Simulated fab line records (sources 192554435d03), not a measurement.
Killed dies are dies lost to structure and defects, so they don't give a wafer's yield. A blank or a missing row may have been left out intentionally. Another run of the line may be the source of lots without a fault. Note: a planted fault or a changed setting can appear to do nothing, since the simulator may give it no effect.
fab line records	flow n5Finfet
[record] lots = 10	wafers = 30	lastDay = 18
route steps=1938 shown BEOL_M3@1008 BEOL_M4@1111
lots that met no fault: from a run of the same line without faults
startH: hours from the record's opening day to when the first of the lot's shown wafers began	waitH: how many hours have passed since the lot's step before this one	" identical to the entry in the row above	L1.1+2: a row that stands for several wafers	- no value present, or no start provided	* or withheld: withheld	< > ~ a bound
route shown NAME@n: names a module that has steps shown in the file, with the first one's number in the route	usual: mean/standard deviation of fault-free wafers	same: alike in all rows	chamber/n: place in a boat	sites: per-site readings	_std_site: how widely they spread, as a standard deviation	_edge_site: mean of outer sites minus mean of inner sites	radiusMm: how far each site lies from the wafer's centre	mask NAME#n: copy n	behind: tool/chamber where the wafer was last shaped	hold: the reason the lot was held/the length of the hold in hours/how it ended	device: which transistor (n, p or np) failed to switch	end of line: at the end of the route, the tests of the same wafers	for a step that has no rows: nothing shown but its recipe	killed: not the wafer's yield, but the dies lost to structure and defects at the first sort	map: a wafer's dies, x killed, . not, _ none there
set.NAME: the setting that was run; set.NAME@STEP: the one run at that earlier step	model.NAME: the simulator's own value behind a step, which no gauge read
one table for each step of the route and one row for each wafer, over a sample of lots
[[steps]]
[step N5_BEOL_M3_SPUTTER_94]
[recipe] material = Cu	targetThkA = 45	tempC = -20	chamberPressurePa = 0.07	powerW = withheld	timeS = 8.29
[usual] throttleValvePct = 29.9/1.1
lot.wafer	tool	chamber	startH	waitH	throttleValvePct
L437.1	pvdSputter-03	-	158.62	0.1	28.6
L437.4	"	-	"	"	30.6
L437.6	"	-	"	"	31.8
L438.2	pvdSputter-02	-	165.70	0.1	28.8
L438.5	"	-	"	"	29.3
L438.6	"	-	"	"	28.9
L442.1	pvdSputter-02	-	199.15	0.1	29.1
L442.3	"	-	"	"	29.4
L442.5	"	-	"	"	29.2
L444.1	pvdSputter-03	-	205.22	0.1	29.3
L444.5	"	-	"	"	29.7
L444.6	"	-	"	"	30.5
L445.3	pvdSputter-01	-	217.34	0.1	30.3
L445.4	"	-	"	"	29.5
L445.5	"	-	"	"	31.4
L448.3	pvdSputter-01	-	228.88	0.1	30.2
L448.4	"	-	"	"	31.5
L448.6	"	-	"	"	30.2
L449.2	pvdSputter-03	-	231.83	0.1	29.4
L449.3	"	-	"	"	31.5
L449.5	"	-	"	"	29.6
L456.1	pvdSputter-03	-	272.53	0.1	28.8
L456.3	"	-	"	"	31.8
L456.4	"	-	"	"	30.5
L457.2	pvdSputter-03	-	278.43	0.1	30.8
L457.3	"	-	"	"	31.7
L457.4	"	-	"	"	28.6
L458.1	pvdSputter-03	-	295.03	0.1	29.7
L458.2	"	-	"	"	31.7
L458.6	"	-	"	"	29.7
[step N5_BEOL_M3_ANNEAL_95]
[recipe] tempC = 400	timeS = 240	ambient = vacuum
[usual] heaterPowerW = 831/62	susceptorTempC = 400.01/0.21
lot.wafer	tool	chamber	startH	waitH	heaterPowerW	susceptorTempC
L437.1	pvdSputter-03	-	158.70	0.0	801	400.32
L437.4	"	-	"	"	783	400.08
L437.6	"	-	"	"	806	400.26
L438.2	pvdSputter-02	-	165.78	0.0	804	400.01
L438.5	"	-	"	"	858	399.94
L438.6	"	-	"	"	824	400.35
L442.1	pvdSputter-02	-	199.23	0.0	920	400.05
L442.3	"	-	"	"	784	400.03
L442.5	"	-	"	"	908	400.07
L444.1	pvdSputter-03	-	205.30	0.0	882	399.81
L444.5	"	-	"	"	893	399.84
L444.6	"	-	"	"	803	400.06
L445.3	pvdSputter-01	-	217.42	0.0	885	399.89
L445.4	"	-	"	"	752	400.22
L445.5	"	-	"	"	757	399.94
L448.3	pvdSputter-01	-	228.96	0.0	-	-
L448.4	"	-	"	"	-	-
L448.6	"	-	"	"	-	-
L449.2	pvdSputter-03	-	231.91	0.0	-	-
L449.3	"	-	"	"	-	-
L449.5	"	-	"	"	-	-
L456.1	pvdSputter-03	-	272.61	0.0	805	400.19
L456.3	"	-	"	"	787	399.83
L456.4	"	-	"	"	798	400.12
L457.2	pvdSputter-03	-	278.51	0.0	777	400.08
L457.3	"	-	"	"	778	400.47
L457.4	"	-	"	"	819	400.35
L458.1	pvdSputter-03	-	295.11	0.0	872	399.89
L458.2	"	-	"	"	808	399.87
L458.6	"	-	"	"	893	400.17
[step N5_BEOL_M3_ANNEAL_51]
[recipe] tempC = 225	timeS = 90	ambient = N2
[usual] annealTempC = 225.01/0.17	annealTempCMax = 225.77/0.21	wafer_temp_C_max = 226.02/0.27
lot.wafer	tool	chamber	startH	waitH	annealTempC	annealTempCMax	wafer_temp_C_max
L437.1	rtpAnneal-02	0	159.04	0.1	225.04	225.90	225.87
L437.4	"	0	"	"	225.16	225.91	226.41
L437.6	"	0	"	"	224.97	225.66	225.78
L438.2	rtpAnneal-02	0	166.28	0.2	225.14	225.97	225.76
L438.5	"	0	"	"	225.11	225.93	225.98
L438.6	"	0	"	"	225.39	226.52	225.80
L442.1	rtpAnneal-02	0	199.57	0.1	224.86	225.54	225.75
L442.3	"	0	"	"	224.87	225.58	226.14
L442.5	"	0	"	"	224.85	225.62	226.33
L444.1	rtpAnneal-01	0	205.64	0.1	224.71	225.52	225.78
L444.5	"	0	"	"	224.74	225.48	226.67
L444.6	"	0	"	"	224.79	225.41	226.28
L445.3	rtpAnneal-01	0	217.84	0.1	225.07	226.00	225.97
L445.4	"	0	"	"	225.29	225.82	225.75
L445.5	"	0	"	"	225.33	226.20	225.79
L448.3	rtpAnneal-02	0	229.38	0.1	225.13	225.89	226.00
L448.4	"	0	"	"	224.93	225.68	226.15
L448.6	"	0	"	"	225.10	225.81	225.90
L449.2	rtpAnneal-02	0	232.29	0.1	224.80	225.53	226.31
L449.3	"	0	"	"	224.57	225.21	226.04
L449.5	"	0	"	"	224.91	225.57	225.64
L456.1	rtpAnneal-01	0	272.94	0.1	225.09	225.80	226.14
L456.3	"	0	"	"	224.97	225.93	226.19
L456.4	"	0	"	"	224.90	225.60	225.79
L457.2	rtpAnneal-01	0	278.89	0.1	225.21	226.26	225.78
L457.3	"	0	"	"	225.14	225.81	226.20
L457.4	"	0	"	"	224.84	225.71	225.75
L458.1	rtpAnneal-01	0	295.44	0.1	225.13	226.04	225.54
L458.2	"	0	"	"	224.95	225.59	225.67
L458.6	"	0	"	"	224.86	225.51	225.82
[step N5_BEOL_M3_THK_MEAS_53]
[recipe] thkMeasGauge = xrf	reads = Cu_of_BEOL_M3_ECD_50
[usual] M3_THK = 40.8/1.4
lot.wafer	tool	chamber	startH	waitH	M3_THK[nm]
L437.1	filmMetro-02	-	159.63	-	41.3
L437.4	"	-	"	"	42.8
L437.6	"	-	"	"	40.1
L438.2	filmMetro-01	-	166.82	-	39.6
L438.5	"	-	"	"	41.0
L438.6	"	-	"	"	43.5
L442.1	filmMetro-01	-	200.17	-	40.2
L442.3	"	-	"	"	38.6
L442.5	"	-	"	"	43.2
L444.1	filmMetro-01	-	206.23	-	38.1
L444.5	"	-	"	"	41.9
L444.6	"	-	"	"	40.6
L445.3	filmMetro-01	-	218.35	-	42.1
L445.4	"	-	"	"	42.1
L445.5	"	-	"	"	42.2
L448.3	filmMetro-02	-	229.88	-	39.2
L448.4	"	-	"	"	40.3
L448.6	"	-	"	"	42.5
L449.2	filmMetro-02	-	232.84	-	38.7
L449.3	"	-	"	"	43.3
L449.5	"	-	"	"	40.2
L456.1	filmMetro-02	-	273.53	-	39.4
L456.3	"	-	"	"	41.7
L456.4	"	-	"	"	42.2
L457.2	filmMetro-01	-	279.46	0.1	40.8
L457.3	"	-	"	"	40.3
L457.4	"	-	"	"	43.2
L458.1	filmMetro-02	-	296.04	-	38.4
L458.2	"	-	"	"	40.2
L458.6	"	-	"	"	39.8
[step N5_BEOL_M4_RC_MEAS_101]
[usual] DIBL_N = 36.0/1.7	DIBL_P = 36.0/2	IOFF_N = 0.156/0.028	IOFF_P = 0.21/0.04	ION_N = 673/12	ION_P = 463/8.3	SS_N = 71.4/0.6	SS_P = 73.3/0.66	VT_N = 250/3	VT_P = -250/3.8
lot.wafer	tool	chamber	startH	waitH	DIBL_N[mV/V]	DIBL_P[mV/V]	IOFF_N[nA/um]	IOFF_P[nA/um]	ION_N[uA/um]	ION_P[uA/um]	SS_N[mV/dec]	SS_P[mV/dec]	VT_N[mV]	VT_P[mV]
L437.1	prober-02	0	169.30	0.0	35.8	35.5	0.155	0.16	674	460	72.5	73.2	250	-257
L437.4	"	0	"	"	38.5	39.1	0.207	0.22	680	454	72.3	74.7	248	-251
L437.6	"	0	"	"	35.0	35.3	0.146	0.17	668	454	70.5	73.0	248	-256
L438.2	prober-02	0	179.55	0.5	36.9	36.3	0.167	0.18	677	461	71.3	73.6	250	-254
L438.5	"	0	"	"	36.9	35.9	0.153	0.18	660	448	71.9	73.7	255	-255
L438.6	"	0	"	"	34.7	34.3	0.123	0.16	672	457	70.7	72.6	254	-254
L442.1	prober-01	0	209.48	0.1	36.7	35.6	0.160	0.20	682	462	72.3	72.7	249	-252
L442.3	"	0	"	"	38.2	37.2	0.192	0.23	669	458	71.8	73.3	245	-249
L442.5	"	0	"	"	37.4	36.1	0.167	0.21	680	463	71.4	73.8	247	-249
L444.1	prober-02	0	216.26	0.0	37.0	36.3	0.172	0.20	684	466	72.0	73.8	248	-253
L444.5	"	0	"	"	36.4	35.2	0.160	0.18	684	468	71.0	73.5	248	-253
L444.6	"	0	"	"	36.6	36.0	0.163	0.19	682	461	71.5	73.7	251	-253
L445.3	prober-02	0	227.16	0.3	32.3	32.4	0.112	0.19	658	462	70.2	72.7	254	-249
L445.4	"	0	"	"	34.6	35.4	0.156	0.23	682	467	71.0	73.5	250	-247
L445.5	"	0	"	"	34.7	35.3	0.142	0.22	660	459	71.6	73.2	252	-247
L448.3	prober-01	0	243.23	0.3	36.4	37.6	0.171	0.28	694	480	71.3	73.8	248	-240
L448.4	"	0	"	"	34.0	35.2	0.133	0.25	680	485	70.9	73.3	249	-243
L448.6	"	0	"	"	35.7	37.5	0.155	0.28	688	480	71.4	74.7	248	-244
L449.2	prober-01	0	245.12	0.2	35.5	34.7	0.141	0.20	656	460	70.8	73.3	254	-251
L449.3	"	0	"	"	37.3	36.9	0.182	0.23	684	472	71.4	72.7	249	-248
L449.5	"	0	"	"	37.1	37.1	0.174	0.24	688	467	71.6	73.9	249	-248
L456.1	prober-02	0	296.62	0.0	34.3	34.3	0.137	0.20	671	463	71.6	73.4	252	-247
L456.3	"	0	"	"	34.2	33.8	0.136	0.19	672	468	70.3	72.6	250	-249
L456.4	"	0	"	"	34.4	34.6	0.143	0.21	675	472	70.9	73.2	249	-245
L457.2	prober-01	0	298.67	0.2	35.1	35.2	0.132	0.16	676	463	70.9	72.4	251	-254
L457.3	"	0	"	"	36.1	36.0	0.156	0.18	674	461	71.5	73.2	250	-256
L457.4	"	0	"	"	35.9	36.8	0.150	0.19	680	462	71.0	72.9	251	-253
L458.1	prober-02	0	312.58	0.0	36.8	37.8	0.184	0.23	694	471	71.0	73.2	246	-249
L458.2	"	0	"	"	36.1	37.0	0.167	0.21	684	464	71.1	72.9	248	-251
L458.6	"	0	"	"	36.3	36.7	0.166	0.21	680	459	71.8	73.4	247	-253
[[key]]
[firstSign] step = N5_BEOL_M3_ANNEAL_95	reading = toolRecord	direction = missing
effect none on later readings
metAt N5_BEOL_M3_ANNEAL_95
struckLots L448,L449
notActingAt N5_BEOL_M3_SPUTTER_94,N5_BEOL_M3_ANNEAL_51,N5_BEOL_M3_THK_MEAS_53
onsetBetween 217.42 228.96
[fault] kind = skippedStepWhole	tool = pvdSputter-01,pvdSputter-03	chamber = -	onsetH = 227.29	steps = N5_BEOL_M3_ANNEAL_95	scope = struckLotsOnly
